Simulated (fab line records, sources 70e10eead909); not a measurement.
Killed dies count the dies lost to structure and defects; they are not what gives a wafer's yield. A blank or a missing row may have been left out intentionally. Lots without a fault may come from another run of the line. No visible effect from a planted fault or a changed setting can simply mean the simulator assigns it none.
fab line records -- flow nandHarc
record: lots: 16, wafers: 48, lastDay: 29
route steps=1302 shown P_CONTACT@244 P_M0@260
lots with no fault: from the same line, run without faults
startH: start of the lot's first displayed wafer, in hours after the record's first day -- waitH: hours from the lot's prior step to this one -- " identical to the entry in the row above -- L1.1+2: a single row standing in for several wafers -- - value missing, or start not given -- * or withheld: withheld -- < > ~ a bound
route shown NAME@n: a module of which the file shows steps, and the number in the route of the first -- usual: average and standard deviation across the fault-free wafers -- same: alike in all rows -- chamber/n: place in a boat -- sites: per-site readings -- _std_site: their standard deviation -- _edge_site: the outer-site mean with the inner-site mean subtracted -- radiusMm: how far each site lies from the wafer's centre -- mask NAME#n: copy n -- behind: tool/chamber where the wafer was last shaped -- hold: cause of the lot's hold/its duration in hours/its outcome -- device: which transistor (n, p or np) failed to switch -- end of line: tests run on the same wafers once the route is complete -- a step with no rows: only its recipe -- killed: count of dies lost to structure and defects at first sort (not the wafer's yield) -- map: shows each die of a wafer: x if killed, . if not, _ if none is there
set.NAME: the setting as run; set.NAME@STEP: as run at that earlier step -- model.NAME: the simulator's own value behind a step, which no gauge read
steps of the route over a sample of lots; a table a step, a row a wafer
services: the hour from which a tool's chamber was out of use, counted from the record's first day as startH (under 0 if before that day), plus the number of hours and why
== steps ==
step: NHARC_P_CONTACT_DEGAS_38
recipe: tempC: 300, timeS: 60
usual: heaterPowerW: 483/40
same: timeS: 60
lot.wafer,tool,chamber,startH,waitH,heaterPowerW
L575.1,pvdSputter-02,-,118.78,-,508
L575.5,pvdSputter-02,-,118.78,-,506
L575.6,pvdSputter-02,-,118.78,-,517
L576.4,pvdSputter-03,-,134.10,-,507
L576.2,pvdSputter-03,-,134.10,-,383
L576.5,pvdSputter-03,-,134.10,-,418
L578.4,pvdSputter-01,-,149.44,-,482
L578.3,pvdSputter-01,-,149.44,-,484
L578.5,pvdSputter-01,-,149.44,-,488
L579.4,pvdSputter-01,-,156.54,-,476
L579.1,pvdSputter-01,-,156.54,-,481
L579.3,pvdSputter-01,-,156.54,-,464
L580.2,pvdSputter-02,-,172.11,-,509
L580.1,pvdSputter-02,-,172.11,-,571
L580.3,pvdSputter-02,-,172.11,-,498
L582.3,pvdSputter-03,-,194.88,-,526
L582.5,pvdSputter-03,-,194.88,-,417
L582.6,pvdSputter-03,-,194.88,-,503
L583.4,pvdSputter-01,-,207.63,-,477
L583.2,pvdSputter-01,-,207.63,-,475
L583.5,pvdSputter-01,-,207.63,-,494
L584.2,pvdSputter-02,-,215.01,-,513
L584.3,pvdSputter-02,-,215.01,-,557
L584.6,pvdSputter-02,-,215.01,-,513
L585.3,pvdSputter-02,-,229.68,-,565
L585.6,pvdSputter-02,-,229.68,-,491
L585.5,pvdSputter-02,-,229.68,-,523
L587.2,pvdSputter-02,-,237.69,-,553
L587.6,pvdSputter-02,-,237.69,-,556
L587.5,pvdSputter-02,-,237.69,-,506
L586.3,pvdSputter-03,-,237.99,-,409
L586.4,pvdSputter-03,-,237.99,-,498
L586.5,pvdSputter-03,-,237.99,-,409
L589.3,pvdSputter-01,-,265.11,-,451
L589.1,pvdSputter-01,-,265.11,-,437
L589.6,pvdSputter-01,-,265.11,-,474
L590.1,pvdSputter-01,-,276.16,-,493
L590.4,pvdSputter-01,-,276.16,-,453
L590.5,pvdSputter-01,-,276.16,-,432
L593.1,pvdSputter-02,-,301.65,-,503
L593.2,pvdSputter-02,-,301.65,-,520
L593.5,pvdSputter-02,-,301.65,-,531
L594.1,pvdSputter-03,-,302.24,-,523
L594.6,pvdSputter-03,-,302.24,-,419
L594.5,pvdSputter-03,-,302.24,-,424
L596.2,pvdSputter-02,-,326.60,-,495
L596.4,pvdSputter-02,-,326.60,-,531
L596.5,pvdSputter-02,-,326.60,-,470
step: NHARC_P_CONTACT_CVD_23
recipe: targetThkA: 2000, tempC: 300, pressureTorr: 40, wf6FlowSccm: 40, h2FlowSccm: 1600, arFlowSccm: 1560, timeS: 557, material: W
usual: heaterPowerW: 510/63, mfcWf6Sccm: 39.98/0.12, throttleValvePct: 7.86/0.23
same: timeS: 557
lot.wafer,tool,chamber,startH,waitH,heaterPowerW,mfcWf6Sccm,throttleValvePct
L575.1,cvdW-01,0,-,-,596,40.11,7.80
L575.5,cvdW-01,1,-,-,483,40.11,8.09
L575.6,cvdW-01,0,-,-,606,40.09,7.63
L576.2,cvdW-01,1,-,-,495,39.77,8.19
L576.4,cvdW-01,0,-,-,591,39.86,7.69
L576.5,cvdW-01,1,-,-,486,39.89,7.83
L578.4,cvdW-01,1,-,-,496,39.96,7.89
L578.3,cvdW-01,0,-,-,607,40.09,7.79
L578.5,cvdW-01,1,-,-,479,40.11,8.08
L579.1,cvdW-01,1,-,-,468,40.27,7.96
L579.3,cvdW-01,1,-,-,490,40.17,7.95
L579.4,cvdW-01,0,-,-,602,40.10,7.61
L580.1,cvdW-02,1,-,-,492,39.97,7.42
L580.2,cvdW-02,1,-,-,495,40.11,7.62
L580.3,cvdW-02,1,-,-,483,39.91,7.61
L582.3,cvdW-02,0,-,-,417,40.00,8.45
L582.5,cvdW-02,1,-,-,480,39.86,7.69
L582.6,cvdW-02,0,-,-,419,39.82,7.89
L583.2,cvdW-01,1,-,-,494,40.07,7.64
L583.4,cvdW-01,0,-,-,582,39.73,7.90
L583.5,cvdW-01,0,-,-,577,39.69,7.86
L584.2,cvdW-02,0,-,-,419,40.14,8.14
L584.3,cvdW-02,0,-,-,416,39.87,8.26
L584.6,cvdW-02,0,-,-,420,40.05,7.88
L585.3,cvdW-02,0,-,-,410,39.88,8.10
L585.6,cvdW-02,1,-,-,489,40.05,7.68
L585.5,cvdW-02,0,-,-,416,39.87,7.95
L587.2,cvdW-02,0,-,-,415,39.87,8.01
L587.6,cvdW-02,1,-,-,485,39.93,7.58
L587.5,cvdW-02,0,-,-,411,40.13,7.51
L586.3,cvdW-01,1,-,-,489,40.03,7.84
L586.4,cvdW-01,0,-,-,575,39.92,7.97
L586.5,cvdW-01,0,-,-,578,40.03,7.71
L589.1,cvdW-01,1,-,-,476,40.03,8.21
L589.3,cvdW-01,0,-,-,579,39.75,7.74
L589.6,cvdW-01,1,-,-,483,39.90,7.85
L590.1,cvdW-01,1,-,-,486,40.14,8.31
L590.4,cvdW-01,0,-,-,578,39.90,7.93
L590.5,cvdW-01,1,-,-,489,40.10,7.82
L593.2,cvdW-02,0,-,-,403,40.06,8.21
L593.1,cvdW-02,1,-,-,503,39.92,7.75
L593.5,cvdW-02,1,-,-,502,39.80,7.49
L594.1,cvdW-01,1,-,-,480,39.89,8.13
L594.5,cvdW-01,1,-,-,481,39.97,8.11
L594.6,cvdW-01,0,-,-,582,39.91,7.85
L596.2,cvdW-01,1,-,-,491,40.07,8.08
L596.4,cvdW-01,0,-,-,570,39.97,7.51
L596.5,cvdW-01,1,-,-,490,40.01,8.05
step: NHARC_P_M0_EXPOSE_06
recipe: na: 1.35, targetCdNm: 90, doseMj: 81.28, maskId: P_M0
usual: exposureDoseMJCm2: 81.19/0.08
lot.wafer,tool,chamber,startH,waitH,mask,exposureDoseMJCm2
L575.1,arfiScanner-02,0,121.02,-,P_M0#0,81.22
L575.5,arfiScanner-02,0,121.02,-,P_M0#0,81.20
L575.6,arfiScanner-02,0,121.02,-,P_M0#0,81.15
L576.2,arfiScanner-02,0,136.22,-,P_M0#0,81.26
L576.4,arfiScanner-02,0,136.22,-,P_M0#0,81.17
L576.5,arfiScanner-02,0,136.22,-,P_M0#0,81.25
L578.3,arfiScanner-01,0,151.60,-,P_M0#0,81.22
L578.4,arfiScanner-01,0,151.60,-,P_M0#0,81.14
L578.5,arfiScanner-01,0,151.60,-,P_M0#0,81.13
L579.1,arfiScanner-03,0,158.78,-,P_M0#0,81.17
L579.3,arfiScanner-03,0,158.78,-,P_M0#0,81.07
L579.4,arfiScanner-03,0,158.78,-,P_M0#0,81.13
L580.1,arfiScanner-01,0,174.94,-,P_M0#0,81.28
L580.2,arfiScanner-01,0,174.94,-,P_M0#0,81.23
L580.3,arfiScanner-01,0,174.94,-,P_M0#0,81.28
L582.3,arfiScanner-02,0,197.00,-,P_M0#0,81.12
L582.5,arfiScanner-02,0,197.00,-,P_M0#0,81.11
L582.6,arfiScanner-02,0,197.00,-,P_M0#0,81.10
L583.2,arfiScanner-03,0,209.92,-,P_M0#0,81.18
L583.4,arfiScanner-03,0,209.92,-,P_M0#0,81.17
L583.5,arfiScanner-03,0,209.92,-,P_M0#0,81.18
L584.2,arfiScanner-02,0,217.28,-,P_M0#0,81.25
L584.3,arfiScanner-02,0,217.28,-,P_M0#0,81.27
L584.6,arfiScanner-02,0,217.28,-,P_M0#0,81.24
L585.3,arfiScanner-01,0,231.93,-,P_M0#0,81.28
L585.5,arfiScanner-01,0,231.93,-,P_M0#0,81.15
L585.6,arfiScanner-01,0,231.93,-,P_M0#0,81.24
L587.2,arfiScanner-01,0,239.83,-,P_M0#0,81.13
L587.5,arfiScanner-01,0,239.83,-,P_M0#0,81.05
L587.6,arfiScanner-01,0,239.83,-,P_M0#0,81.10
L586.3,arfiScanner-03,0,240.27,-,P_M0#0,81.01
L586.4,arfiScanner-03,0,240.27,-,P_M0#0,81.26
L586.5,arfiScanner-03,0,240.27,-,P_M0#0,81.14
L589.1,arfiScanner-02,0,267.39,-,P_M0#0,81.28
L589.3,arfiScanner-02,0,267.39,-,P_M0#0,81.25
L589.6,arfiScanner-02,0,267.39,-,P_M0#0,81.16
L590.1,arfiScanner-01,0,278.41,-,P_M0#0,50.23
L590.4,arfiScanner-01,0,278.41,-,P_M0#0,50.23
L590.5,arfiScanner-01,0,278.41,-,P_M0#0,50.17
L593.1,arfiScanner-01,0,303.89,-,P_M0#0,56.53
L593.2,arfiScanner-01,0,303.89,-,P_M0#0,56.39
L593.5,arfiScanner-01,0,303.89,-,P_M0#0,56.31
L594.1,arfiScanner-01,0,304.43,-,P_M0#0,58.22
L594.5,arfiScanner-01,0,304.43,-,P_M0#0,58.34
L594.6,arfiScanner-01,0,304.43,-,P_M0#0,58.37
L596.2,arfiScanner-01,0,328.86,-,P_M0#0,58.24
L596.4,arfiScanner-01,0,328.86,-,P_M0#0,58.35
L596.5,arfiScanner-01,0,328.86,-,P_M0#0,58.43
step: NHARC_P_M0_CD_MEAS_09
recipe: targetCdNm: 90, landingEnergyEv: 500
usual: cdNm: 89.9/0.57
lot.wafer,tool,chamber,startH,waitH,cdNm
L575.1,cdSem-02,0,121.16,-,90.1
L575.5,cdSem-02,0,121.16,-,89.7
L575.6,cdSem-02,0,121.16,-,90.7
L576.2,cdSem-03,0,136.36,-,90.6
L576.4,cdSem-03,0,136.36,-,90.7
L576.5,cdSem-03,0,136.36,-,89.7
L578.3,cdSem-03,0,151.74,-,89.3
L578.4,cdSem-03,0,151.74,-,89.2
L578.5,cdSem-03,0,151.74,-,89.3
L579.1,cdSem-03,0,158.92,-,90.2
L579.3,cdSem-03,0,158.92,-,90.4
L579.4,cdSem-03,0,158.92,-,90.4
L580.1,cdSem-01,0,175.08,-,89.7
L580.2,cdSem-01,0,175.08,-,90.6
L580.3,cdSem-01,0,175.08,-,90.3
L582.3,cdSem-03,0,197.14,-,89.1
L582.5,cdSem-03,0,197.14,-,90.1
L582.6,cdSem-03,0,197.14,-,88.5
L583.2,cdSem-02,0,210.06,-,89.2
L583.4,cdSem-02,0,210.06,-,90.4
L583.5,cdSem-02,0,210.06,-,89.5
L584.2,cdSem-01,0,217.42,-,89.6
L584.3,cdSem-01,0,217.42,-,89.7
L584.6,cdSem-01,0,217.42,-,89.2
L585.3,cdSem-02,0,232.07,-,89.1
L585.5,cdSem-02,0,232.07,-,88.8
L585.6,cdSem-02,0,232.07,-,89.8
L587.2,cdSem-03,0,239.97,-,89.4
L587.5,cdSem-03,0,239.97,-,89.1
L587.6,cdSem-03,0,239.97,-,88.7
L586.3,cdSem-03,0,240.41,-,89.8
L586.4,cdSem-03,0,240.41,-,90.3
L586.5,cdSem-03,0,240.41,-,91.0
L589.1,cdSem-02,0,267.53,-,89.7
L589.3,cdSem-02,0,267.53,-,90.0
L589.6,cdSem-02,0,267.53,-,90.6
L590.1,cdSem-02,0,278.55,-,60.7
L590.4,cdSem-02,0,278.55,-,59.8
L590.5,cdSem-02,0,278.55,-,60.4
L593.1,cdSem-02,0,304.03,-,68.0
L593.2,cdSem-02,0,304.03,-,66.9
L593.5,cdSem-02,0,304.03,-,68.0
L594.1,cdSem-01,0,304.57,-,68.8
L594.5,cdSem-01,0,304.57,-,69.6
L594.6,cdSem-01,0,304.57,-,68.8
L596.2,cdSem-03,0,329.00,-,69.7
L596.4,cdSem-03,0,329.00,-,69.5
L596.5,cdSem-03,0,329.00,-,69.6
step: NHARC_P_M0_ETCH_34
recipe: targetDepthA: 400, overetchA: 120, timeS: 43.94, ionEnergyEv: 200, n2FlowSccm: 150, h2FlowSccm: 150, arFlowSccm: 0, rfW: 400, biasW: 150, chemistry: N2/H2
usual: drypumpMotorCurrentA: 5.6/0.35, oesProductAu: 0.996/0.01, rfVppV: 430.7/2.6, showerheadPlenumPTorr: 2.04/0.091, throttleValvePct: 14.171/0.0092
same: timeS: 43.94
lot.wafer,tool,chamber,startH,waitH,drypumpMotorCurrentA,oesProductAu,rfHoursCounterH,rfVppV,showerheadPlenumPTorr,throttleValvePct
L575.1,rieDiel-06,2,121.44,0.1,6.3,0.985,52,433.2,2.08,14.180
L575.5,rieDiel-06,1,121.44,0.1,5.6,0.987,-,425.3,1.91,14.161
L575.6,rieDiel-06,2,121.44,0.1,6.2,0.986,-,432.5,2.09,14.173
L576.2,rieDiel-04,3,136.62,0.1,5.8,1.005,24,429.5,2.02,14.183
L576.4,rieDiel-04,0,136.62,0.1,5.1,0.993,23,429.0,1.99,14.176
L576.5,rieDiel-04,3,136.62,0.1,5.8,1.014,-,429.6,2.02,14.165
L578.4,rieDiel-04,3,152.01,0.1,5.8,1.006,26,431.2,2.02,14.175
L578.3,rieDiel-04,2,152.01,0.1,5.7,0.994,24,434.0,2.17,14.192
L578.5,rieDiel-04,0,152.01,0.1,5.1,1.006,-,430.2,1.99,14.160
L579.3,rieDiel-04,1,159.20,0.1,5.6,0.989,23,427.7,1.97,14.174
L579.4,rieDiel-04,2,159.20,0.1,5.7,1.000,24,435.0,2.17,14.164
L579.1,rieDiel-04,0,159.20,0.1,5.1,1.006,25,428.6,1.99,14.174
L580.1,rieDiel-06,3,175.35,0.1,5.3,1.000,10,431.2,2.06,14.176
L580.2,rieDiel-06,0,175.35,0.1,5.3,1.013,9,429.9,1.98,14.178
L580.3,rieDiel-06,2,175.35,0.1,6.3,0.992,10,432.3,2.08,14.182
L582.3,rieDiel-01,0,197.40,0.1,5.4,0.994,50,423.8,1.87,14.178
L582.6,rieDiel-01,0,197.40,0.1,5.4,0.991,-,426.1,1.87,14.167
L582.5,rieDiel-01,1,197.40,0.1,6.0,0.993,-,433.0,2.08,14.173
L583.4,rieDiel-04,2,210.33,0.1,5.7,1.006,3,432.0,2.16,14.167
L583.2,rieDiel-04,0,210.33,0.1,5.1,0.996,4,428.9,1.99,14.159
L583.5,rieDiel-04,2,210.33,0.1,5.7,0.995,-,434.7,2.16,14.172
L584.2,rieDiel-04,1,217.69,0.1,5.6,1.002,6,427.9,1.97,14.169
L584.3,rieDiel-04,2,217.69,0.1,5.7,1.002,6,434.6,2.16,14.179
L584.6,rieDiel-04,1,217.69,0.1,5.6,1.005,-,426.7,1.97,14.180
L585.3,rieDiel-06,1,232.35,0.1,5.6,0.986,37,427.7,1.90,14.177
L585.5,rieDiel-06,3,232.35,0.1,5.3,0.975,-,429.1,2.05,14.182
L585.6,rieDiel-06,0,232.35,0.1,5.3,1.010,-,430.7,1.98,14.152
L587.2,rieDiel-04,2,240.24,0.1,5.7,0.999,8,433.4,2.16,14.161
L587.6,rieDiel-04,1,240.24,0.1,5.6,0.994,-,428.7,1.97,14.170
L587.5,rieDiel-04,2,240.24,0.1,5.7,1.000,-,433.2,2.16,14.167
L586.4,rieDiel-01,3,240.67,0.1,6.1,1.001,9,434.4,2.19,14.164
L586.3,rieDiel-01,0,240.67,0.1,5.4,0.996,11,436.1,2.21,14.197
L586.5,rieDiel-01,3,240.67,0.1,6.1,0.998,-,432.9,2.19,14.167
L589.3,rieDiel-04,2,267.97,0.1,5.7,1.004,16,433.7,2.16,14.155
L589.1,rieDiel-04,3,267.97,0.1,5.8,0.984,17,430.6,2.01,14.161
L589.6,rieDiel-04,3,267.97,0.1,5.8,0.987,-,430.3,2.01,14.165
L590.1,rieDiel-04,1,278.83,0.1,5.6,1.000,19,427.8,1.96,14.155
L590.4,rieDiel-04,3,278.83,0.1,5.8,0.993,20,431.2,2.01,14.167
L590.5,rieDiel-04,0,278.83,0.1,5.1,1.004,-,430.9,1.98,14.177
L593.1,rieDiel-06,1,304.32,0.1,5.6,1.008,56,426.1,1.89,14.168
L593.2,rieDiel-06,2,304.32,0.1,6.3,1.006,61,429.4,2.06,14.181
L593.5,rieDiel-06,3,304.32,0.1,5.2,1.005,-,431.0,2.04,14.169
L594.1,rieDiel-06,3,304.86,0.1,5.3,1.001,54,430.1,2.04,14.181
L594.5,rieDiel-06,2,304.86,0.1,6.3,1.002,-,429.9,2.06,14.167
L594.6,rieDiel-06,1,304.86,0.1,5.6,0.999,-,427.3,1.89,14.190
L596.2,rieDiel-01,3,329.27,0.1,6.1,1.005,36,434.9,2.18,14.172
L596.4,rieDiel-01,1,329.27,0.1,6.0,0.968,37,431.0,2.07,14.185
L596.5,rieDiel-01,3,329.27,0.1,6.1,0.997,-,434.5,2.18,14.174
step: NHARC_P_M0_CD_MEAS_16
usual: cdNm: 89.9/0.75
lot.wafer,tool,chamber,startH,waitH,cdNm
L575.1,cdSem-02,-,121.65,-,91.1
L575.5,cdSem-02,-,121.65,-,90.4
L575.6,cdSem-02,-,121.65,-,91.0
L576.2,cdSem-01,-,136.86,-,91.1
L576.4,cdSem-01,-,136.86,-,90.1
L576.5,cdSem-01,-,136.86,-,90.8
L578.3,cdSem-01,-,152.23,-,89.5
L578.4,cdSem-01,-,152.23,-,90.1
L578.5,cdSem-01,-,152.23,-,89.0
L579.1,cdSem-03,-,159.41,-,91.2
L579.3,cdSem-03,-,159.41,-,89.9
L579.4,cdSem-03,-,159.41,-,89.5
L580.1,cdSem-03,-,175.61,-,89.9
L580.2,cdSem-03,-,175.61,-,90.8
L580.3,cdSem-03,-,175.61,-,90.8
L582.3,cdSem-02,-,197.70,-,88.7
L582.5,cdSem-02,-,197.70,-,89.3
L582.6,cdSem-02,-,197.70,-,87.8
L583.2,cdSem-02,-,210.55,-,89.3
L583.4,cdSem-02,-,210.55,-,89.6
L583.5,cdSem-02,-,210.55,-,88.9
L584.2,cdSem-01,-,217.90,-,89.2
L584.3,cdSem-01,-,217.90,-,88.7
L584.6,cdSem-01,-,217.90,-,89.0
L585.3,cdSem-02,-,232.61,-,88.8
L585.5,cdSem-02,-,232.61,-,87.9
L585.6,cdSem-02,-,232.61,-,90.1
L587.2,cdSem-01,-,240.46,-,89.8
L587.5,cdSem-01,-,240.46,-,89.3
L587.6,cdSem-01,-,240.46,-,88.5
L586.3,cdSem-01,-,240.90,-,90.1
L586.4,cdSem-01,-,240.90,-,90.4
L586.5,cdSem-01,-,240.90,-,91.0
L589.1,cdSem-01,-,268.19,-,89.6
L589.3,cdSem-01,-,268.19,-,90.2
L589.6,cdSem-01,-,268.19,-,90.9
L590.1,cdSem-01,-,279.04,-,59.6
L590.4,cdSem-01,-,279.04,-,59.4
L590.5,cdSem-01,-,279.04,-,59.7
L593.1,cdSem-02,-,304.56,-,68.2
L593.2,cdSem-02,-,304.56,-,67.6
L593.5,cdSem-02,-,304.56,-,68.1
L594.1,cdSem-02,-,305.09,-,68.2
L594.5,cdSem-02,-,305.09,-,69.7
L594.6,cdSem-02,-,305.09,-,68.4
L596.2,cdSem-02,-,329.55,-,69.6
L596.4,cdSem-02,-,329.55,-,68.7
L596.5,cdSem-02,-,329.55,-,68.6
== services ==
tool,chamber,startH,hours,kind
cvdW-01,0,95.09,2.7,repair
arfiScanner-01,-,102.76,20.4,repair
pvdSputter-02,-,104.00,10.0,pm
rieDiel-04,-,121.89,0.8,repair
rieDiel-06,-,130.24,9.0,pm
arfiScanner-02,-,141.86,4.0,pm
cvdW-01,1,153.72,3.1,repair
cvdW-02,0,166.49,8.0,repair
cvdW-01,-,175.39,0.6,repair
rieDiel-04,-,177.96,9.0,pm
cvdW-01,-,185.00,13.0,pm
arfiScanner-01,-,205.10,0.5,repair
rieDiel-04,0,219.79,1.2,repair
rieDiel-04,2,232.33,4.7,repair
arfiScanner-01,-,241.36,3.4,repair
arfiScanner-01,-,252.00,4.0,pm
rieDiel-04,0,260.79,2.2,repair
cvdW-02,0,266.88,7.3,repair
cvdW-02,-,269.00,13.0,pm
arfiScanner-01,-,279.41,3.3,repair
pvdSputter-02,-,282.00,10.0,pm
cvdW-01,-,291.43,0.4,repair
cvdW-02,1,316.86,11.8,repair
rieDiel-04,2,327.14,14.9,repair
== key ==
firstSign: step: NHARC_P_M0_EXPOSE_06, reading: exposureDoseMJCm2, direction: down, sigmas: 99+, usual: 81.19, struck: 55.82
effect: step: NHARC_P_M0_CD_MEAS_09, reading: cdNm, direction: down, sigmas: 40, usual: 89.9, struck: 66.6, through: controlLoop
effect: step: NHARC_P_M0_CD_MEAS_16, reading: cdNm, direction: down, sigmas: 32, usual: 89.9, struck: 66.3, through: controlLoop
metAt NHARC_P_M0_EXPOSE_06
struckLots L590,L593,L594,L596
laterRowsLeftOut L590.1,L590.4,L590.5,L593.1,L593.2,L593.5,L594.1,L594.5,L594.6,L596.2,L596.4,L596.5
sortLeftOut L590.1,L590.4,L590.5,L593.1,L593.2,L593.5,L594.1,L594.5,L594.6,L596.2,L596.4,L596.5
loopTrim: step: NHARC_P_M0_EXPOSE_06, setting: dose, lots: L593,L594,L596
notActingAt NHARC_P_CONTACT_DEGAS_38,NHARC_P_CONTACT_CVD_23,NHARC_P_M0_ETCH_34
onsetBetween 239.83 278.41
fault: kind: processParameterDrift, tool: arfiScanner-01, chamber: -, onsetH: 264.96, steps: NHARC_P_M0_EXPOSE_06, channel: doseMj, offset: -31.058, shape: step, actsIn: theseRecipesOnly, stated: 81.28
sortLeftOut: the simulated sort isn't trusted on such a fault, so these wafers' sort isn't shown, and their yield isn't known
laterRowsLeftOut: the simulator's readings of these wafers behind a module that went badly wrong aren't trusted and aren't shown, but for the sort
loopTrim: a control loop set the setting to another value than it would have without faults
